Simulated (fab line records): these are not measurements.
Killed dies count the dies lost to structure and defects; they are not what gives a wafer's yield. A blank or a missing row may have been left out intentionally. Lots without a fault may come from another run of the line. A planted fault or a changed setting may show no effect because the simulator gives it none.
Lot-split experiment    flow n5 finfet    39 wafers read across 7 lots, on a route 1938 steps long

## ABOUT THE SPLIT
At N5_MOL_CONTACT_COAG_VIA_ETCH_46 (etches SiO2 in C4F6/O2, target depth 46 nm, overetch 9.2 nm, time 40 s), the setting bias w was moved away from the recipe's 455 W on 18 of the 39 wafers read, by -15.7% to +19.1%. This setting was run at the recipe's value on the other wafers.

The reading is taken at the split's own step.

## THE READING
rf vpp V, in V, at N5_MOL_CONTACT_COAG_VIA_ETCH_46 (etches SiO2 in C4F6/O2, target depth 46 nm, overetch 9.2 nm, time 40 s). Typical for fault-free wafers on this fab line: 1582 V, with standard deviation 27 V.

wafer   tool, chamber at the split  bias w as run, W  against the recipe  rf vpp V, V  against lot-mates on the recipe
L074.1  rie diel-05, 3              383.7             -15.7%              1393         -186
L074.2  rie diel-05, 0              455               recipe              1577         -
L074.3  rie diel-05, 1              455               recipe              1577         -
L074.4  rie diel-05, 3              455               recipe              1582         -
L074.5  rie diel-05, 0              383.7             -15.7%              1389         -190
L074.6  rie diel-05, 1              383.7             -15.7%              1388         -191
L078.1  rie diel-03, 3              455               recipe              1562         -
L078.3  rie diel-03, 0              455               recipe              1622         -
L078.6  rie diel-03, 2              455               recipe              1540         -
L079.1  rie diel-03, 1              538.3             +18.3%              1808         +239
L079.2  rie diel-03, 3              538.3             +18.3%              1765         +196
L079.3  rie diel-03, 2              455               recipe              1541         -
L079.4  rie diel-03, 0              455               recipe              1623         -
L079.5  rie diel-03, 2              455               recipe              1542         -
L079.6  rie diel-03, 3              538.3             +18.3%              1766         +197
L081.1  rie diel-03, 0              455               recipe              1621         -
L081.2  rie diel-03, 1              498.8             +9.6%               1712         +98
L081.3  rie diel-03, 0              498.8             +9.6%               1736         +122
L081.4  rie diel-03, 1              455               recipe              1599         -
L081.5  rie diel-03, 1              498.8             +9.6%               1712         +98
L081.6  rie diel-03, 0              455               recipe              1621         -
L085.1  rie diel-03, 2              455               recipe              1541         -
L085.2  rie diel-03, 0              455               recipe              1621         -
L085.3  rie diel-03, 3              455               recipe              1558         -
L085.4  rie diel-03, 1              542.1             +19.1%              1815         +242
L085.5  rie diel-03, 0              542.1             +19.1%              1844         +271
L085.6  rie diel-03, 3              542.1             +19.1%              1774         +201
L091.1  rie diel-01, 2              455               recipe              1610         -
L091.2  rie diel-01, 3              539.2             +18.5%              1776         +191
L091.3  rie diel-01, 0              455               recipe              1578         -
L091.4  rie diel-01, 2              539.2             +18.5%              1825         +240
L091.5  rie diel-01, 3              455               recipe              1568         -
L091.6  rie diel-01, 0              539.2             +18.5%              1789         +204
L090.1  rie diel-03, 1              455               recipe              1597         -
L090.2  rie diel-03, 3              503.1             +10.6%              1680         +102
L090.3  rie diel-03, 2              503.1             +10.6%              1662         +84
L090.4  rie diel-03, 0              503.1             +10.6%              1747         +169
L090.5  rie diel-03, 1              455               recipe              1597         -
L090.6  rie diel-03, 2              455               recipe              1540         -

FIT RESULTS
A straight line over all 39 wafers: rf vpp V changes by +11.8 V for each +1% of bias w; r = +0.97; the points scatter about the line by 29 V.
The same after taking each lot's own level away (the mean of its wafers on the recipe; 39 wafers): +11.8 V for each +1%; r = +0.98; scatter 26 V.
That fit puts the effect of the largest move of bias w on the reading at 2.3e+02 V.
From 1568.7 to 1613.7 V: that is the span of the lots' own levels, equal to 1.7 times the standard deviation above.
Consequently the slope shifts little with the lot-to-lot level, the two slopes agreeing.
Check: with one of the wafers moved furthest among these (+19.1%) left out of the fit, the line predicts +223 V for it against its lot-mates. Against them it came out at +242 V.
Tool readings at the split's step, against how far the setting was moved: rf vpp V r = +0.97.

## OTHER SPLITS ON THESE WAFERS
Note: prior to the reading, these wafers also went through further splits. Each is held against what the fit with the lots' levels taken away leaves over:
other split on the same wafers        wafers away from the commonest value  r with rf vpp V (lot level and that fit taken away)
N5_DUMMY_GATE_ETCH_31 target depth a  15                                    -0.03

## THE FILE'S OWN FIT
rf vpp V changes by +11.8 V for each +1% of bias w, r = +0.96.
